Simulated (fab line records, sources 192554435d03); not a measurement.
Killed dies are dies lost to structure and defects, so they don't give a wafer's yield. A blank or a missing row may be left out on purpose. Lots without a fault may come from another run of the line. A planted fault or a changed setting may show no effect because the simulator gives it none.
Chamber matching | flow n5_finfet | N5_BEOL_M4_PRE_CLEAN_60 on cvd_co-02: 3 sister chambers
The step time 15 s. 6 wafers are shown with their chamber, then 7 later ones without.

WAFERS WITH THEIR CHAMBER
wafer  | chamber | heater_power_w (W)
L909.5 | 2       | 132
L908.1 | 1       | 103
L908.4 | 0       | 85
L908.5 | 2       | 130
L910.1 | 0       | 83
L910.3 | 1       | 104

WAFERS WITHOUT THEIR CHAMBER
wafer  | heater_power_w (W)
L910.5 | 135
L914.1 | 102
L914.5 | 136
L914.6 | 102
L915.2 | 135
L915.4 | 103
L915.6 | 135

WHICH CHAMBER EACH WENT THROUGH
wafer  | from the rows above | in truth
L910.5 | 2                   | 2
L914.1 | 1                   | 1
L914.5 | 2                   | 2
L914.6 | 1                   | 1
L915.2 | 2                   | 2
L915.4 | 1                   | 1
L915.6 | 2                   | 2
Placed correctly: 7 of 7. Can't be placed from these rows: 0. Placed wrongly: 0.
How it was worked out, from the rows above alone: a wafer's distance from a chamber is the root of the sum, over the readings, of the square of ((its reading less the chamber's mean) divided by the reading's scatter). The wafer belongs to the nearest chamber; if the next one is less than 2 further off, it can't be placed. A chamber's mean is the mean of its shown wafers. The scatter: the root of (the sum of the squares of (reading less its chamber's mean) over the shown wafers, divided by (wafers less chambers)).
